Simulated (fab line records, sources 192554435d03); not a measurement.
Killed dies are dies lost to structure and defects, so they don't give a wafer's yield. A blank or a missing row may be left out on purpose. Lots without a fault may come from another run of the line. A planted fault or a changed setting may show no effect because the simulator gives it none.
A struck lot beside a sound one | flow n5_finfet | 15 steps out of a route of 1938
Sound: wafers L874.2, L874.4, L874.5. Struck: wafer L882.2. (L882.3, L882.6 of the same lot were not struck and are left out.) The cause comes at the end.
At each step with rows: each side's tool, then ch and its chambers, then its first start. Under that, the readings that differ: sound wafers | struck wafers | difference of the means | sigmas: that difference in standard deviations of wafers without a fault.
alike: readings whose means differ by less than 2 such deviations, and words and numbers that are the same on both sides. not compared: withheld readings, readings that some wafer has no value for, bounds like >300 that may hide the same value, and numbers for which the record gives no deviation and whose values overlap.
The two part at a step that has a row with sigmas, a row that says differs or no value, or rows on one side only. Numbers that don't overlap but have no deviation are shown without sigmas and don't part them. A reading that every wafer of one side lacks parts them only if that side has two wafers or more.

N5_BEOL_M4_CO_CAP_55: material Co, precursor CCTBA/H2, target thk 2 nm, time 102.1 s.
  sound on cvd_co-01 ch 0,1, day 8 21:14; struck on cvd_co-01 ch 1, day 11 03:10
  alike: heater_power_w
then, 1 step without rows for these wafers: N5_BEOL_M4_PRE_CLEAN_56 (time 15 s).
N5_BEOL_M4_DEP_57: deposits SiCN from 3MS/NH3, target thk 8 nm, time 14 s.
  sound on pecvd-01 ch 0,2, day 8 21:20; struck on pecvd-03 ch 1, day 11 03:17
  reading                         | sound             | struck | difference | sigmas
  showerhead_plenum_p_Torr (Torr) | 3.677 3.682 3.667 | 3.646  | -0.029     | -3
  alike: throttle_valve_pct
N5_BEOL_M4_RS_MEAS_58: measures by four-point-probe.
  sound on film_metro-02, day 8 21:25; struck on film_metro-02, day 11 03:22
  alike: M4_RS
N5_BEOL_M4_INSPECT_59: inspects for defects (darkfield).
  sound on defect_inspect-02, day 8 21:27; struck on defect_inspect-02, day 11 03:23
  alike: raw_defect_count
N5_BEOL_M4_RC_MEAS_101:
  sound on prober-01 ch 0, day 8 21:38; struck on prober-01 ch 0, day 11 03:34
  reading       | sound          | struck | difference | sigmas
  ION_N (uA/um) | 671 679 685    | 643    | -35        | -3
  ION_P (uA/um) | 462 460 463    | 445    | -17        | -2
  SS_P (mV/dec) | 72.9 73.5 73.6 | 71.8   | -1.5       | -2
  alike: DIBL_N, DIBL_P, IOFF_N, IOFF_P, SS_N, VT_N, VT_P
then, 1 step without rows for these wafers: N5_BEOL_M5_ILD_DEP_00 (deposits SiCOH lowk from DEMS/porogen, target thk 140.64 nm, time 25.9 s).
N5_BEOL_M5_CURE_79: cures SiCOH lowk, time 240 s.
  sound on uv_cure-03 ch 2, day 8 22:35; struck on uv_cure-01 ch 0, day 11 04:31
  alike: lamp_power_pct, wafer_temp_C_max
N5_BEOL_M5_THK_MEAS_01:
  sound on film_metro-02, day 8 23:01; struck on film_metro-02, day 11 04:57
  alike: M5_ILD_THK
N5_BEOL_M5_PECVD_70: deposits SiO2 from TEOS/O2, target thk 16 nm, time 18 s.
  sound on pecvd-04 ch 1,2, day 8 23:04; struck on pecvd-01 ch 0, day 11 04:59
  reading                | sound          | struck | difference | sigmas
  throttle_valve_pct (%) | 23.5 22.5 23.4 | 20.4   | -2.7       | -2
  alike: heater_power_w, showerhead_plenum_p_Torr
N5_BEOL_M5_HM_DEP_02: deposits TiN, target thk 20 nm.
  sound on pvd_sputter-02, day 9 00:59; struck on pvd_sputter-02, day 11 06:38
  alike: throttle_valve_pct
then, 1 step without rows for these wafers: N5_BEOL_M5_COAT_59 (time 60 s, resist thk 60 nm).
N5_BEOL_M5_COAT_60: time 60 s, resist thk 12 nm.
  sound on litho_track-01 ch 0, day 9 01:07; struck on litho_track-02 ch 0, day 11 06:45
  reading                     | sound             | struck | difference | sigmas
  dispense_pressure_kPa (kPa) | 43.8 43.8 43.9    | 50.2   | +6.4       | +2
  heater_power_total_W (W)    | 428.8 424.5 426.1 | 455.3  | +28.8      | +13
  run_length_s (s)            | 66.03 66.28 65.97 | 59.42  | -6.67      | -61
then, 1 step without rows for these wafers: N5_BEOL_M5_COAT_71 (time 60 s, resist thk 5 nm).
-- the record jumps here: 4 days lie between the struck wafers' starts before and after (it left off in module BEOL_M5 and takes up again in module PASSIVATION, whose first step shown is number 1936 of the route) --
N5_PASSIVATION_PROBE_49:
  sound on prober-01, day 13 13:05; struck on prober-02, day 15 16:41
  reading                  | sound          | struck | difference | sigmas
  defect_limited_yield (%) | 87.6 88.2 87.5 | 91.0   | +3.2       | +2
  killed_at_M4_up          | 35 20 31       | 11     | -18        | -3
  killed_dies              | 146 139 148    | 106    | -38        | -2
  killed_short             | 29 39 45       | 22     | -16        | -2
  sort_bin_8_speed (%)     | 0 0 0          | 0.17   | +0.17      | +11
  sort_n_pass              | 1034 1041 1032 | 1072   | +36        | +2
  sort_yield_pct (%)       | 87.6 88.2 87.5 | 90.8   | +3.0       | +2
  alike: killed_at_M0_to_M3, killed_at_contacts, killed_at_front_end, killed_at_other, killed_open, sort_bin_5_function, sort_bin_6_memory

WHERE THEY PART
First at N5_BEOL_M4_DEP_57; last, within this record, at N5_PASSIVATION_PROBE_49.

WHY: what the simulator had put in
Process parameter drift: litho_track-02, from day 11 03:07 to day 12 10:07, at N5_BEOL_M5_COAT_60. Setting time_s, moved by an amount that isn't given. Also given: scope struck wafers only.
